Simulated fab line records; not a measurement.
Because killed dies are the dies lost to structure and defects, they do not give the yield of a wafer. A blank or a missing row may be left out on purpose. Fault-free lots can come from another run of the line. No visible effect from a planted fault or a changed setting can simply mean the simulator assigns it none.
2 desks looking at one fault || flow n5 finfet || numbers are kept per desk, each desk with only its own; the story behind them comes last

## THE TOOL OWNER'S DESK: pvd sputter-02
The tool's own readings at N5_BEOL_M12_SPUTTER_44 (material Ta, target thk 10 nm, time 16.13 s): means of the sampled wafers that have a number, for each lot that ran on this tool. Any lot whose mean is over 4 standard deviations away from the usual mean is out of limits and marked OUT; that distance is given in the brackets.
Columns: A = bias v at N5_BEOL_M12_SPUTTER_44, usual 80.2 V; B = cathode dc power W at N5_BEOL_M12_SPUTTER_44, usual 15000 W; C = throttle valve pct at N5_BEOL_M12_SPUTTER_44, usual 30.0 %
{"lot": "L506", "first seen here": "day 12 06:19", "A": 79.8, "B": 14998, "C": 29.2}
{"lot": "L505", "first seen here": "day 12 14:59", "A": 80.0, "B": 14999, "C": 29.1}
{"lot": "L519", "first seen here": "day 16 15:18", "A": 79.9, "B": 15002, "C": 29.4}
This desk found nothing out of limits on any of the 3 lots.

## AT THE METROLOGY DESK
Lot by lot, what the gauges showed, no matter which tool ran the lot: averages of those sampled wafers that carry a number. Any lot whose mean is over 4 standard deviations away from the usual mean is out of limits and marked OUT; that distance is given in the brackets. Shown here are 7 of its 12 readings, the ones lying furthest out on some lot.
Columns: A = DIBL_N at N5_BEOL_M4_RC_MEAS_101, usual 36.0 mV/V; B = IOFF_N at N5_BEOL_M4_RC_MEAS_101, usual 0.16 nA/um; C = IOFF_P at N5_BEOL_M4_RC_MEAS_101, usual 0.21 nA/um; D = ION_N at N5_BEOL_M4_RC_MEAS_101, usual 672 uA/um; E = SS_N at N5_BEOL_M4_RC_MEAS_101, usual 71.4 mV/dec; F = SS_P at N5_BEOL_M4_RC_MEAS_101, usual 73.2 mV/dec; G = cd nm at N5_BEOL_M12_CD_MEAS_17, usual 140.6 nm
{"lot": "L506", "first seen here": "day 9 10:32", "A": 38.9, "B": 0.20, "C": 0.23, "D": 675, "E": 72.2, "F": 73.8, "G": 139.8}
{"lot": "L504", "first seen here": "day 9 13:01", "A": 35.0, "B": 0.15, "C": 0.19, "D": 677, "E": 71.1, "F": 73.6, "G": 140.9}
{"lot": "L505", "first seen here": "day 9 15:42", "A": 32.6, "B": 0.12, "C": 0.17, "D": 672, "E": 70.6, "F": 72.2, "G": 141.6}
{"lot": "L510", "first seen here": "day 10 19:05", "A": 34.4, "B": 0.13, "C": 0.18, "D": 662, "E": 70.8, "F": 72.3, "G": 137.0}
{"lot": "L509", "first seen here": "day 10 20:53", "A": 35.9, "B": 0.16, "C": 0.23, "D": 667, "E": 71.7, "F": 73.7, "G": 143.6}
{"lot": "L519", "first seen here": "day 13 11:36", "A": 35.4, "B": 0.15, "C": 0.21, "D": 673, "E": 71.3, "F": 73.1, "G": 139.9}
{"lot": "L520", "first seen here": "day 13 15:56", "A": 34.5, "B": 0.14, "C": 0.17, "D": 664, "E": 71.8, "F": 72.2, "G": 141.9}
{"lot": "L522", "first seen here": "day 13 16:46", "A": 39.4, "B": 0.21, "C": 0.26, "D": 693, "E": 72.1, "F": 74.5, "G": 140.3}
{"lot": "L526", "first seen here": "day 15 02:20", "A": 36.5, "B": 0.19, "C": 0.22, "D": 689, "E": 71.9, "F": 73.8, "G": 141.5}
{"lot": "L527", "first seen here": "day 15 05:06", "A": 36.6, "B": 0.16, "C": 0.22, "D": 679, "E": 71.3, "F": 73.1, "G": 141.8}
This desk found nothing out of limits on any of the 10 lots.

## ALL TOGETHER
The tool owner's desk saw nothing out of limits.
From the metrology desk's view, nothing was out of limits.

## WHAT THE SIMULATOR HAD PUT IN
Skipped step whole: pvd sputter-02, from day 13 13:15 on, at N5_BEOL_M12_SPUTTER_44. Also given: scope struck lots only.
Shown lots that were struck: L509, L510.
